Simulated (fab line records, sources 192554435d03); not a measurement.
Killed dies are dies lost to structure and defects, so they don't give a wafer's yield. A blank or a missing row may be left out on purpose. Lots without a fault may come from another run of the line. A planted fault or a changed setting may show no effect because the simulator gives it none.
Split-lot experiment | flow n5_finfet | 7 lots, 21 wafers read, on a route of 1938 steps

THE SPLIT
At N5_BEOL_M4_TRENCH_ETCH_37 (etches SiOC in C4F6/O2, target depth 55.555 nm, time 29.2 s), the setting bias_w was moved away from the recipe's 185 W on 7 of the 21 wafers read, by -13.2% to +11.6%. The other wafers ran this setting at the recipe's value.

The reading is taken at the split's own step.

THE READING
rf_vpp_V, in V, at N5_BEOL_M4_TRENCH_ETCH_37 (etches SiOC in C4F6/O2, target depth 55.555 nm, time 29.2 s). Fault-free wafers of this fab line usually give 663 V, standard deviation 13 V.

wafer  | tool, chamber at the split | bias_w as run, W | against the recipe | rf_vpp_V, V | against lot-mates on the recipe
L075.1 | rie_diel-02, 0             | 185              | recipe             | 660         | -
L075.3 | rie_diel-02, 1             | 168.8            | -8.8%              | 617         | -43
L075.6 | rie_diel-02, 3             | 168.8            | -8.8%              | 614         | -46
L080.1 | rie_diel-06, 0             | 185              | recipe             | 654         | -
L080.2 | rie_diel-06, 2             | 185              | recipe             | 667         | -
L080.4 | rie_diel-06, 1             | 185              | recipe             | 688         | -
L082.2 | rie_diel-02, 3             | 185              | recipe             | 660         | -
L082.4 | rie_diel-02, 2             | 185              | recipe             | 639         | -
L082.6 | rie_diel-02, 3             | 185              | recipe             | 660         | -
L091.2 | rie_diel-02, 0             | 160.5            | -13.2%             | 590         | -72
L091.3 | rie_diel-02, 3             | 185              | recipe             | 662         | -
L091.4 | rie_diel-02, 2             | 160.5            | -13.2%             | 570         | -92
L097.1 | rie_diel-02, 3             | 206.4            | +11.6%             | 719         | +57
L097.2 | rie_diel-02, 2             | 206.4            | +11.6%             | 696         | +34
L097.3 | rie_diel-02, 0             | 185              | recipe             | 662         | -
L095.2 | rie_diel-06, 2             | 185              | recipe             | 665         | -
L095.3 | rie_diel-06, 1             | 185              | recipe             | 686         | -
L095.4 | rie_diel-06, 3             | 185              | recipe             | 667         | -
L096.1 | rie_diel-02, 2             | 185              | recipe             | 638         | -
L096.4 | rie_diel-02, 1             | 185              | recipe             | 665         | -
L096.5 | rie_diel-02, 1             | 199.9            | +8.1%              | 706         | +54

THE FIT
A straight line over all 21 wafers: rf_vpp_V changes by +5.21 V for each +1% of bias_w; r = +0.93; the points scatter about the line by 14 V.
The same after taking each lot's own level away (the mean of its wafers on the recipe; 21 wafers): +5.28 V for each +1%; r = +0.94; scatter 12 V.
On that fit, the largest move of bias_w shifts the reading by 70 V.
The lots' own levels span 651.5 to 672.7 V, that is 1.6 times the standard deviation above.
So the lot-to-lot level changes the slope little: the two slopes agree.
Check: with one of the wafers moved furthest among these (-13.2%) left out of the fit, the line predicts -71.8 V for it against its lot-mates. It came out at -72 V against them.
Tool readings at the split's step, against how far the setting was moved: rf_vpp_V r = +0.93.

OTHER SPLITS ON THESE WAFERS
These wafers also went through other splits before the reading. Each is held against what the fit with the lots' levels taken away leaves over:
other split on the same wafers   | wafers away from the commonest value | r with rf_vpp_V (lot level and that fit taken away)
N5_BEOL_M2_TRENCH_ETCH_37 bias_w | 5                                    | -0.22
N5_BEOL_M4_DESCUM_16 time_s      | 8                                    | -0.15
N5_BEOL_M4_COAT_76 spin_rpm      | 3                                    | +0.13

THE FILE'S OWN FIT
rf_vpp_V changes by +5.42 V for each +1% of bias_w, r = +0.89.
